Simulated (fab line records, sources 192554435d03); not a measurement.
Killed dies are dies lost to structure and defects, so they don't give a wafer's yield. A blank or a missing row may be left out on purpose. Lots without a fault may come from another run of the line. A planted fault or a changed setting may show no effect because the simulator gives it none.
Split-lot experiment | flow n5_finfet | 7 lots, 21 wafers read, on a route of 1938 steps

THE SPLIT
At N5_BEOL_M15_TRENCH_ETCH_34 (etches SiO2 in C4F8/O2/Ar, target depth 872.93 nm, time 199 s), the setting time_s was moved away from the recipe's 199 s on 8 of the 21 wafers read, by -12.3% to +22.1%. The other wafers ran this setting at the recipe's value.

FROM THE SPLIT TO THE READING: what the file shows between them, 7 steps
- N5_BEOL_M15_STRIP_36: strips in O2
- N5_BEOL_M15_ECD_47: material Cu, target thk 1860 nm
- N5_BEOL_M15_ANNEAL_48: time 90 s
- N5_BEOL_M15_CMP_49: polishes, stops on SiO2, t overpolish 4.9 s, target thk 850 nm
- N5_BEOL_M15_THK_MEAS_50: measures by xrf
- N5_BEOL_M15_PRE_CLEAN_52: time 15 s
- N5_BEOL_M15_DEP_53: deposits SiCN from 3MS/NH3, target thk 50 nm, time 17.8 s

THE READING
M15_RS, in ohm/sq, at N5_BEOL_M15_RS_MEAS_54 (measures by four-point-probe). Fault-free wafers of this fab line usually give 0.0219 ohm/sq, standard deviation 0.00062 ohm/sq.

wafer  | tool, chamber at the split | time_s as run, s | against the recipe | M15_RS, ohm/sq | against lot-mates on the recipe
L075.1 | rie_diel-03, 1             | 199              | recipe             | 0.0227         | -
L075.2 | rie_diel-03, 0             | 221              | +11.1%             | 0.0189         | -0.0031
L075.3 | rie_diel-03, 2             | 199              | recipe             | 0.0212         | -
L076.2 | rie_diel-04, 1             | 242.9            | +22.1%             | 0.0183         | -0.0039
L076.3 | rie_diel-04, 3             | 199              | recipe             | 0.0222         | -
L076.6 | rie_diel-04, 3             | 242.9            | +22.1%             | 0.0180         | -0.0042
L077.1 | rie_diel-06, 1             | 199              | recipe             | 0.0228         | -
L077.5 | rie_diel-06, 0             | 174.6            | -12.3%             | 0.0249         | +0.0021
L077.6 | rie_diel-06, 3             | 174.6            | -12.3%             | 0.0255         | +0.0027
L081.4 | rie_diel-06, 2             | 226.1            | +13.6%             | 0.0188         | -0.0033
L081.5 | rie_diel-06, 2             | 199              | recipe             | 0.0215         | -
L081.6 | rie_diel-06, 3             | 199              | recipe             | 0.0227         | -
L080.1 | rie_diel-03, 3             | 199              | recipe             | 0.0222         | -
L080.3 | rie_diel-03, 0             | 199              | recipe             | 0.0210         | -
L080.6 | rie_diel-03, 3             | 199              | recipe             | 0.0221         | -
L084.1 | rie_diel-06, 1             | 199              | recipe             | 0.0228         | -
L084.5 | rie_diel-06, 3             | 199              | recipe             | 0.0226         | -
L084.6 | rie_diel-06, 0             | 199              | recipe             | 0.0220         | -
L092.2 | rie_diel-03, 3             | 223.4            | +12.3%             | 0.0196         | -0.0014
L092.3 | rie_diel-03, 2             | 223.4            | +12.3%             | 0.0186         | -0.0024
L092.4 | rie_diel-03, 0             | 199              | recipe             | 0.0210         | -

THE FIT
A straight line over all 21 wafers: M15_RS changes by -0.000215 ohm/sq for each +1% of time_s; r = -0.95; the points scatter about the line by 0.00069 ohm/sq.
The same after taking each lot's own level away (the mean of its wafers on the recipe; 21 wafers): -0.000192 ohm/sq for each +1%; r = -0.96; scatter 0.00054 ohm/sq.
On that fit, the largest move of time_s shifts the reading by 0.0042 ohm/sq.
The lots' own levels span 0.02100 to 0.02280 ohm/sq, that is 2.9 times the standard deviation above.
So the lot-to-lot level changes the slope: the two fits differ.
Check: with one of the wafers moved furthest among these (+22.1%) left out of the fit, the line predicts -0.00438 ohm/sq for it against its lot-mates. It came out at -0.0039 ohm/sq against them.

THE WHOLE CHAIN: every reading that the file lists as answering this split, in the file's order
step                       | what it does                                                   | reading                                                                       | change (the file's fit)               | r (the file's)
N5_BEOL_M15_TRENCH_ETCH_34 | etches SiO2 in C4F8/O2/Ar, target depth 872.93 nm, time 199 s  | etch.depth_nm (the simulator's own value, which no gauge read)                | +8.55 nm for each +1% of the setting  | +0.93
N5_BEOL_M15_CMP_49         | polishes, stops on SiO2, t overpolish 4.9 s, target thk 850 nm | Cu_of_BEOL_M15_ECD_47.thk_nm (the simulator's own value, which no gauge read) | +8.55 nm for each +1% of the setting  | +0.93
N5_BEOL_M15_THK_MEAS_50    | measures by xrf                                                | M15_THK                                                                       | +8.72 for each +1% of the setting     | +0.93
N5_BEOL_M15_RS_MEAS_54     | measures by four-point-probe                                   | M15_RS                                                                        | -0.000202 for each +1% of the setting | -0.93

THE FILE'S OWN FIT
M15_RS changes by -0.000202 ohm/sq for each +1% of time_s, r = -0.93.
